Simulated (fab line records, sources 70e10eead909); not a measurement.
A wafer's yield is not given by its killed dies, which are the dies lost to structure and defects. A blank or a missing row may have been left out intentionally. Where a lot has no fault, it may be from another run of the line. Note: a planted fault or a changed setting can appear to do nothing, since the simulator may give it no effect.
fab line records | flow nand-harc
record: lots: 13 | wafers: 39 | last-day: 25
route steps=1159 shown P_BONDPAD@376 A_SOURCE_PLATE@413 A_ONON_D1@433 END@1159
lots that met no fault: taken from a fault-free run of the same line
start-h: start of the lot's first displayed wafer, in hours after the record's first day | wait-h: hours since the lot's step before | " as in the row above | L1.1+2: several wafers, shown together as one row | - no value, or no start was given | * or withheld: withheld | < > ~ a bound
route shown NAME@n: NAME is a module with steps in the file, n the number in the route of the first one | usual: mean/standard deviation taken from wafers without a fault | same: alike in all rows | chamber/n: place in a boat | sites: each site's reading | _std_site: how widely they spread, as a standard deviation | _edge_site: the outer-site mean with the inner-site mean subtracted | radius-mm: how far each site lies from the wafer's centre | mask NAME#n: copy n | behind: tool/chamber where the wafer was last shaped | hold: why the lot was held/for how many hours/how that ended | device: the n, p or np transistor that did not switch | end of line: tests run on the same wafers once the route is complete | where a step has no rows: the recipe by itself | killed: at the first sort, the dies lost to defects and structure; wafer yield is something else | map: shows each die of a wafer: x if killed, . if not, _ if none is there
set.NAME: the setting that was run; set.NAME@STEP: the one run at that earlier step | model.NAME: the simulator's own value behind a step, which no gauge read
route steps across a sampled set of lots; one table per step, one row per wafer
services: from which hour (start-h, from the record's first day; less than 0 if before it) a tool's chamber was out of use, for how many hours, and why
== steps ==
step: NHARC_P_BONDPAD_PVD_17
recipe: target-thk-a: 50 | bias-v: 168.6 | power-w: 15000 | chamber-pressure-pa: 0.12 | time-s: 8.06 | substrate-temp-c: 50 | material: TaN
usual: throttle-valve-pct: 29.9/0.87
same: time-s: 8.06
lot.wafer | tool           | chamber | start-h | wait-h | throttle-valve-pct
L987.4    | pvd-sputter-01 | -       | -       | -      | 28.6
L987.3    | "              | -       | "       | "      | 31.2
L987.5    | "              | -       | "       | "      | 31.0
L988.3    | pvd-sputter-01 | -       | -       | -      | 31.5
L988.1    | "              | -       | "       | "      | 30.1
L988.6    | "              | -       | "       | "      | 28.6
L989.1    | pvd-sputter-01 | -       | -       | -      | 31.1
L989.2    | "              | -       | "       | "      | 29.5
L989.5    | "              | -       | "       | "      | 31.3
L991.2    | pvd-sputter-01 | -       | -       | -      | 31.1
L991.6    | "              | -       | "       | "      | 29.5
L991.5    | "              | -       | "       | "      | 30.4
L994.4    | pvd-sputter-02 | -       | -       | -      | 29.8
L994.2    | "              | -       | "       | "      | 29.3
L994.3    | "              | -       | "       | "      | 28.6
L993.4    | pvd-sputter-02 | -       | -       | -      | 28.6
L993.1    | "              | -       | "       | "      | 29.4
L993.5    | "              | -       | "       | "      | 28.6
L999.1    | pvd-sputter-03 | -       | -       | -      | 29.5
L999.2    | "              | -       | "       | "      | 30.2
L999.6    | "              | -       | "       | "      | 31.0
L101.3    | pvd-sputter-01 | -       | -       | -      | 29.9
L101.1    | "              | -       | "       | "      | 30.9
L101.6    | "              | -       | "       | "      | 28.3
L105.4    | pvd-sputter-02 | -       | -       | -      | 29.5
L105.2    | "              | -       | "       | "      | 29.3
L105.5    | "              | -       | "       | "      | 29.3
L103.2    | pvd-sputter-03 | -       | -       | -      | 30.5
L103.1    | "              | -       | "       | "      | 31.1
L103.5    | "              | -       | "       | "      | 30.8
L107.3    | pvd-sputter-03 | -       | -       | -      | 29.1
L107.1    | "              | -       | "       | "      | 31.0
L107.2    | "              | -       | "       | "      | 30.1
L106.3    | pvd-sputter-03 | -       | -       | -      | 30.0
L106.4    | "              | -       | "       | "      | 29.1
L106.6    | "              | -       | "       | "      | 30.4
L108.1    | pvd-sputter-01 | -       | -       | -      | 31.1
L108.4    | "              | -       | "       | "      | 29.8
L108.5    | "              | -       | "       | "      | 28.7
step: NHARC_P_BONDPAD_ACTIVATE_29
recipe: time-s: 60 | n2-flow-sccm: 200 | ar-flow-sccm: 0 | bias-power-w: 0 | chemistry: N2
usual: drypump-motor-current-A: 5.7/0.38 | oes-product-au: 1.002/0.0087 | rf-vpp-V: 64.5/0.92 | showerhead-plenum-p-Torr: 1.84/0.083
same: time-s: 60
lot.wafer | tool        | chamber | start-h | wait-h | drypump-motor-current-A | oes-product-au | rf-hours-counter-h | rf-vpp-V | showerhead-plenum-p-Torr
L987.3    | rie-diel-04 | 1       | 128.68  | 0.1    | 5.2                     | 1.000          | 0                  | 66.2     | 1.88
L987.4    | "           | 2       | "       | "      | 5.8                     | 0.985          | -                  | 65.1     | 1.91
L987.5    | "           | 1       | "       | "      | 5.2                     | 0.994          | -                  | 64.9     | 1.88
L988.1    | rie-diel-04 | 2       | 143.96  | 0.1    | 5.8                     | 1.000          | 2                  | 64.6     | 1.91
L988.3    | "           | 3       | "       | "      | 6.2                     | 1.014          | 2                  | 63.8     | 1.74
L988.6    | "           | 3       | "       | "      | 6.2                     | 1.011          | -                  | 64.3     | 1.74
L989.2    | rie-diel-04 | 0       | 150.31  | 0.1    | 5.7                     | 1.004          | 2                  | 63.9     | 1.90
L989.1    | "           | 1       | "       | "      | 5.2                     | 1.004          | 3                  | 63.4     | 1.88
L989.5    | "           | 3       | "       | "      | 6.2                     | 0.999          | -                  | 63.2     | 1.74
L991.2    | rie-diel-04 | 2       | 166.46  | 0.1    | 5.8                     | 0.987          | 5                  | 65.0     | 1.91
L991.5    | "           | 1       | "       | "      | 5.2                     | 0.990          | -                  | 64.4     | 1.88
L991.6    | "           | 2       | "       | "      | 5.8                     | 0.987          | -                  | 66.2     | 1.91
L994.3    | rie-diel-04 | 2       | 178.02  | 0.1    | 5.8                     | 1.005          | 6                  | 66.1     | 1.91
L994.4    | "           | 3       | "       | "      | 6.2                     | 1.013          | 5                  | 60.7     | 1.74
L994.2    | "           | 1       | "       | "      | 5.2                     | 1.002          | 6                  | 63.9     | 1.88
L993.1    | rie-diel-12 | 0       | 179.63  | 0.1    | 6.4                     | 1.000          | 48                 | 63.6     | 1.71
L993.4    | "           | 1       | "       | "      | 6.0                     | 1.010          | 49                 | 64.1     | 1.87
L993.5    | "           | 3       | "       | "      | 6.1                     | 1.006          | -                  | 63.8     | 1.86
L999.1    | rie-diel-12 | 3       | 235.72  | 0.1    | 6.1                     | 0.994          | 9                  | 63.6     | 1.85
L999.2    | "           | 0       | "       | "      | 6.4                     | 1.000          | 8                  | 62.0     | 1.71
L999.6    | "           | 2       | "       | "      | 5.2                     | 1.002          | -                  | 62.5     | 1.65
L101.1    | rie-diel-04 | 2       | 241.39  | 0.1    | 5.8                     | 0.996          | 11                 | 65.3     | 1.91
L101.3    | "           | 3       | "       | "      | 6.2                     | 1.015          | 10                 | 63.4     | 1.74
L101.6    | "           | 1       | "       | "      | 5.2                     | 1.008          | -                  | 64.0     | 1.88
L105.4    | rie-diel-04 | 2       | 249.10  | 0.1    | 5.8                     | 0.989          | 12                 | 66.2     | 1.90
L105.2    | "           | 0       | "       | "      | 5.7                     | 0.996          | 11                 | 64.4     | 1.89
L105.5    | "           | 2       | "       | "      | 5.8                     | 0.989          | -                  | 64.5     | 1.91
L103.1    | rie-diel-04 | 1       | 250.35  | 0.1    | 5.2                     | 1.005          | 12                 | 63.9     | 1.88
L103.2    | "           | 2       | "       | "      | 5.8                     | 0.997          | 12                 | 64.8     | 1.90
L103.5    | "           | 2       | "       | "      | 5.8                     | 0.993          | -                  | 64.2     | 1.91
L107.2    | rie-diel-08 | 0       | 253.29  | 0.1    | 5.7                     | 1.003          | 44                 | 63.8     | 1.63
L107.3    | "           | 1       | "       | "      | 5.4                     | 0.998          | 47                 | 64.3     | 1.82
L107.1    | "           | 2       | "       | "      | 4.9                     | 0.996          | 47                 | 63.1     | 1.87
L106.4    | rie-diel-04 | 1       | 254.35  | 0.1    | 5.2                     | 1.007          | 12                 | 65.0     | 1.88
L106.3    | "           | 2       | "       | "      | 5.8                     | 0.998          | 12                 | 64.7     | 1.90
L106.6    | "           | 0       | "       | "      | 5.7                     | 1.005          | -                  | 64.7     | 1.89
L108.1    | rie-diel-04 | 3       | 255.59  | 0.1    | 6.2                     | 1.015          | 11                 | 65.6     | 1.74
L108.4    | "           | 0       | "       | "      | 5.7                     | 1.014          | 11                 | 65.1     | 1.89
L108.5    | "           | 0       | "       | "      | 5.7                     | 1.009          | -                  | 63.9     | 1.89
step: NHARC_A_SOURCE_PLATE_PRECLEAN_00
recipe: time-s: 60 | chemistry: HF-LAST
same: time-s: 60
lot.wafer  | tool         | chamber | start-h | wait-h
L987.4+3+5 | wet-bench-02 | 4,5,7   | 131.44  | 0.1
L988.3+1+6 | wet-bench-04 | 7,0,2   | 146.61  | 0.1
L989.1+5+2 | wet-bench-02 | 5,7,0   | 153.21  | 0.1
L991.6+2+5 | wet-bench-03 | 6,0,3   | 169.27  | 0.0
L994.2+3+4 | wet-bench-03 | 1,2,3   | 180.81  | 0.0
L993.1+5+4 | wet-bench-03 | 2,3,5   | 182.38  | 0.1
L999.1+6+2 | wet-bench-04 | 3,5,0   | 238.58  | 0.1
L101.3+6+1 | wet-bench-02 | 2,3,5   | 244.10  | 0.1
L105.2+4+5 | wet-bench-03 | 6,1,2   | 251.89  | 0.1
L103.5+1+2 | wet-bench-03 | 6,7,1   | 253.01  | 0.1
L107.1+2+3 | wet-bench-03 | 4,6,0   | 256.07  | 0.1
L106.4+3+6 | wet-bench-03 | 5,6,0   | 256.98  | 0.1
L108.1+5+4 | wet-bench-04 | 5,7,2   | 259.18  | 0.1
step: NHARC_A_SOURCE_PLATE_INSPECT_08
usual: raw-defect-count: 69/38
lot.wafer | tool              | chamber | start-h | wait-h | hold                     | raw-defect-count
L987.3    | defect-inspect-02 | -       | 157.65  | 0.0    | -                        | 91
L987.4    | "                 | -       | "       | "      | -                        | 64
L987.5    | "                 | -       | "       | "      | -                        | 105
L988.1    | defect-inspect-01 | -       | 167.17  | 0.1    | -                        | 53
L988.3    | "                 | -       | "       | "      | -                        | 46
L988.6    | "                 | -       | "       | "      | -                        | 57
L989.1    | defect-inspect-01 | -       | 173.38  | 0.0    | -                        | 44
L989.2    | "                 | -       | "       | "      | -                        | 107
L989.5    | "                 | -       | "       | "      | -                        | 73
L991.2    | defect-inspect-01 | -       | 189.29  | 0.0    | await-dispo/0.2h/release | 483
L991.5    | "                 | -       | "       | "      | await-dispo/0.2h/release | 473
L991.6    | "                 | -       | "       | "      | await-dispo/0.2h/release | 499
L991.2    | defect-inspect-01 | -       | 189.47  | 0.2    | -                        | 481
L991.5    | "                 | -       | "       | "      | -                        | 478
L991.6    | "                 | -       | "       | "      | -                        | 495
L993.1    | defect-inspect-01 | -       | 200.98  | 0.0    | await-dispo/0.2h/release | 537
L993.4    | "                 | -       | "       | "      | await-dispo/0.2h/release | 522
L993.5    | "                 | -       | "       | "      | await-dispo/0.2h/release | 475
L993.1    | defect-inspect-01 | -       | 201.15  | 0.2    | -                        | 527
L993.4    | "                 | -       | "       | "      | -                        | 522
L993.5    | "                 | -       | "       | "      | -                        | 478
L994.2    | defect-inspect-02 | -       | 200.98  | 0.0    | await-dispo/0.2h/release | 452
L994.3    | "                 | -       | "       | "      | await-dispo/0.2h/release | 454
L994.4    | "                 | -       | "       | "      | await-dispo/0.2h/release | 473
L994.2    | defect-inspect-02 | -       | 201.15  | 0.2    | -                        | 458
L994.3    | "                 | -       | "       | "      | -                        | 457
L994.4    | "                 | -       | "       | "      | -                        | 471
L999.1    | defect-inspect-02 | -       | 259.72  | 0.0    | -                        | 75
L999.2    | "                 | -       | "       | "      | -                        | 57
L999.6    | "                 | -       | "       | "      | -                        | 47
L101.1    | defect-inspect-01 | -       | 263.45  | 0.0    | -                        | 83
L101.3    | "                 | -       | "       | "      | -                        | 47
L101.6    | "                 | -       | "       | "      | -                        | 35
L103.1    | defect-inspect-01 | -       | 271.60  | 0.0    | -                        | 36
L103.2    | "                 | -       | "       | "      | -                        | 38
L103.5    | "                 | -       | "       | "      | -                        | 46
L105.2    | defect-inspect-02 | -       | 271.62  | 0.1    | -                        | 56
L105.4    | "                 | -       | "       | "      | -                        | 36
L105.5    | "                 | -       | "       | "      | -                        | 70
L107.1    | defect-inspect-02 | -       | 276.53  | 0.0    | -                        | 85
L107.2    | "                 | -       | "       | "      | -                        | 58
L107.3    | "                 | -       | "       | "      | -                        | 48
L106.3    | defect-inspect-01 | -       | 276.54  | 0.0    | -                        | 54
L106.4    | "                 | -       | "       | "      | -                        | 48
L106.6    | "                 | -       | "       | "      | -                        | 86
L108.1    | defect-inspect-02 | -       | 281.15  | 0.0    | -                        | 101
L108.4    | "                 | -       | "       | "      | -                        | 247
L108.5    | "                 | -       | "       | "      | -                        | 156
step: NHARC_A_ONON_D1_THK_MEAS_14
recipe: thk-meas-gauge: ellipsometry
usual: thk-nm: 998/10
lot.wafer | tool          | chamber | start-h | wait-h | thk-nm
L987.3    | film-metro-01 | -       | 160.52  | -      | 975
L987.4    | "             | -       | "       | "      | 976
L987.5    | "             | -       | "       | "      | 975
L988.1    | film-metro-02 | -       | 170.02  | -      | 1002
L988.3    | "             | -       | "       | "      | 1002
L988.6    | "             | -       | "       | "      | 1002
L989.1    | film-metro-02 | -       | 176.25  | -      | 1010
L989.2    | "             | -       | "       | "      | 1009
L989.5    | "             | -       | "       | "      | 1008
L991.2    | film-metro-01 | -       | 199.63  | -      | 983
L991.5    | "             | -       | "       | "      | 983
L991.6    | "             | -       | "       | "      | 982
L993.1    | film-metro-01 | -       | 207.19  | -      | 997
L993.4    | "             | -       | "       | "      | 998
L993.5    | "             | -       | "       | "      | 996
L994.2    | film-metro-02 | -       | 213.07  | -      | 1025
L994.3    | "             | -       | "       | "      | 1024
L994.4    | "             | -       | "       | "      | 1023
L999.1    | film-metro-01 | -       | 262.56  | -      | 986
L999.2    | "             | -       | "       | "      | 985
L999.6    | "             | -       | "       | "      | 984
L101.1    | film-metro-01 | -       | 266.29  | -      | 1007
L101.3    | "             | -       | "       | "      | 1008
L101.6    | "             | -       | "       | "      | 1009
L103.1    | film-metro-02 | -       | 274.84  | -      | 997
L103.2    | "             | -       | "       | "      | 997
L103.5    | "             | -       | "       | "      | 997
L105.2    | film-metro-02 | -       | 275.29  | -      | 1001
L105.4    | "             | -       | "       | "      | 999
L105.5    | "             | -       | "       | "      | 999
L107.1    | film-metro-01 | -       | 279.38  | -      | 999
L107.2    | "             | -       | "       | "      | 999
L107.3    | "             | -       | "       | "      | 997
L106.3    | film-metro-02 | -       | 279.40  | -      | 996
L106.4    | "             | -       | "       | "      | 996
L106.6    | "             | -       | "       | "      | 995
L108.1    | film-metro-01 | -       | 284.06  | -      | 993
L108.4    | "             | -       | "       | "      | 994
L108.5    | "             | -       | "       | "      | 993
step: NHARC_END_SORT_01
recipe: temp-c: 25
usual: defect-limited-yield: 95.4/1.8 | killed-at-array: 27/12 | killed-at-other: 0.5/0.9 | killed-at-periphery: 3.7/2.7 | killed-dies: 31/12 | killed-open: 3.3/2 | killed-short: 2.0/1.4 | sort_bin_2_pct: 1.4/0.74 | sort_bin_3_pct: 0.25/0.2 | sort_bin_4_pct: 2.9/1.1 | sort-n-pass: 646/12 | sort-rim-yield-pct: 96.4/2.8 | sort-yield-pct: 95.4/1.8
same: gross-dies: 677 | sort_bin_5_pct[%]: 0 | sort_bin_6_pct[%]: 0 | sort_bin_7_pct[%]: 0 | sort_bin_8_pct[%]: 0 | sort-rim-n-gross: 106.00
lot.wafer | tool      | chamber | start-h | wait-h | defect-limited-yield[%] | killed-at-array | killed-at-other | killed-at-periphery | killed-dies | killed-open | killed-short | sort_bin_2_pct[%] | sort_bin_3_pct[%] | sort_bin_4_pct[%] | sort-n-pass | sort-rim-yield-pct[%] | sort-yield-pct[%]
L108.1    | prober-01 | 0       | 586.32  | 2.5    | 96.8                    | 20              | 0               | 2                   | 22          | 2           | 2            | 1.0               | 0.30              | 1.9               | 655         | 97.2                  | 96.8
L108.4    | prober-01 | 0       | 588.73  | 3.4    | 96.9                    | 17              | 0               | 4                   | 21          | 1           | 1            | 0.7               | 0.30              | 2.1               | 656         | 94.3                  | 96.9
L108.5    | prober-01 | 0       | 589.54  | 3.7    | 96.6                    | 20              | 0               | 3                   | 23          | 2           | 2            | 0.9               | 0                 | 2.5               | 654         | 97.2                  | 96.6
L103.1    | prober-02 | 0       | 594.12  | 2.5    | 93.9                    | 37              | 0               | 4                   | 41          | 5           | 0            | 1.9               | 0.59              | 3.5               | 636         | 97.2                  | 93.9
L103.2    | prober-02 | 0       | 594.93  | 2.8    | 94.8                    | 32              | 0               | 3                   | 35          | 2           | 1            | 1.8               | 0.44              | 3.0               | 642         | 99.1                  | 94.8
L103.5    | prober-02 | 0       | 597.37  | 3.8    | 95.9                    | 25              | 0               | 3                   | 28          | 1           | 0            | 1.6               | 0.15              | 2.4               | 649         | 100.0                 | 95.9
killed by level:class
L108.1 A_CHANNEL_HOLE_D1:chamber-film-flake=6 A_M0:chamber-film-flake=5 A_BONDPAD:chamber-film-flake=3 A_STAIRCASE:chamber-film-flake=3 P_GATE:geometric-particle:short=1 P_CONTACT:geometric-particle:open=1 A_WL_FILL:geometric-particle:open=1 A_M1:geometric-particle:short=1
L108.4 A_CHANNEL_HOLE_D1:chamber-film-flake=6 A_STAIRCASE:chamber-film-flake=4 A_M0:chamber-film-flake=2 A_BONDPAD:chamber-film-flake=2 P_GATE:geometric-particle:open=1 A_M0:geometric-particle:short=1 P_ZERO_WELL:chamber-film-flake=1 P_STI:chamber-film-flake=1
L108.5 A_CHANNEL_HOLE_D1:chamber-film-flake=8 A_STAIRCASE:chamber-film-flake=6 A_CONTACT:chamber-film-flake=2 P_GATE:geometric-particle:short=1 P_CONTACT:geometric-particle:open=1 A_ONON_D1:geometric-particle:short=1 A_M0:geometric-particle:open=1 P_GATE:chamber-film-flake=1
L103.1 A_CHANNEL_HOLE_D1:chamber-film-flake=25 P_M1:chamber-film-flake=4 A_WL_FILL:chamber-film-flake=3 A_M0:geometric-particle:open=2 A_CONTACT:chamber-film-flake=2 A_CHANNEL_FILL_D1:geometric-particle:open=1 A_CONTACT:geometric-particle:open=1 A_M1:geometric-particle:open=1
L103.2 A_CHANNEL_HOLE_D1:chamber-film-flake=25 P_M1:chamber-film-flake=3 A_CONTACT:chamber-film-flake=2 A_CONTACT:geometric-particle:open=1 A_M0:geometric-particle:open=1 A_M1:geometric-particle:short=1 A_STAIRCASE:chamber-film-flake=1 A_SLIT:chamber-film-flake=1
L103.5 A_CHANNEL_HOLE_D1:chamber-film-flake=21 P_M1:chamber-film-flake=2 A_CONTACT:geometric-particle:open=1 P_GATE:chamber-film-flake=1 A_STAIRCASE:chamber-film-flake=1 A_WL_FILL:chamber-film-flake=1 A_CONTACT:chamber-film-flake=1
== services ==
tool           | chamber | start-h | hours | kind
rie-diel-04    | -       | 111.90  | 9.0   | pm
rie-diel-04    | 0       | 111.90  | 9.0   | vent-cycle
rie-diel-04    | 1       | 111.90  | 9.0   | vent-cycle
rie-diel-04    | 2       | 111.90  | 9.0   | vent-cycle
rie-diel-04    | 3       | 111.90  | 9.0   | vent-cycle
pvd-sputter-03 | -       | 116.72  | 3.6   | repair
rie-diel-04    | 0       | 124.55  | 4.5   | repair
rie-diel-08    | -       | 124.80  | 9.0   | pm
wet-bench-03   | -       | 146.40  | 8.0   | pm
rie-diel-08    | 2       | 146.82  | 5.8   | repair
rie-diel-08    | 3       | 149.11  | 11.9  | repair
wet-bench-04   | -       | 163.20  | 8.0   | pm
pvd-sputter-01 | -       | 165.19  | 10.0  | pm
wet-bench-02   | -       | 180.02  | 8.0   | pm
pvd-sputter-03 | -       | 180.46  | 4.8   | repair
rie-diel-04    | -       | 183.67  | 0.3   | repair
rie-diel-04    | 3       | 186.82  | 8.7   | repair
pvd-sputter-03 | -       | 191.94  | 1.0   | repair
rie-diel-12    | 2       | 195.68  | 5.4   | repair
rie-diel-08    | 0       | 199.78  | 14.0  | repair
rie-diel-12    | -       | 203.27  | 9.0   | pm
pvd-sputter-02 | -       | 214.00  | 10.0  | pm
rie-diel-04    | -       | 214.41  | 0.8   | repair
rie-diel-08    | 3       | 254.88  | 4.5   | repair
== key ==
first-sign: step: NHARC_A_SOURCE_PLATE_INSPECT_08 | reading: visit | direction: added
effect: step: NHARC_A_SOURCE_PLATE_INSPECT_08 | reading: raw-defect-count | direction: up | sigmas: 11 | usual: 69 | struck: 485
met-at NHARC_A_SOURCE_PLATE_PRECLEAN_00
struck-lots L991,L993,L994
scrapped-behind NHARC_A_CHANNEL_HOLE_D1_INSPECT_12 L991.2,L991.5,L991.6,L993.1,L993.4,L993.5,L994.2,L994.3,L994.4
not-acting-at NHARC_P_BONDPAD_PVD_17,NHARC_P_BONDPAD_ACTIVATE_29,NHARC_A_ONON_D1_THK_MEAS_14
fault: kind: chamber-particle-source | tool: wet-bench-03 | chamber: - | onset-h: 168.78 | steps: NHARC_A_SOURCE_PLATE_PRECLEAN_00 | rate-per-visit-cm2: 0.65282 | end-h: 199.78
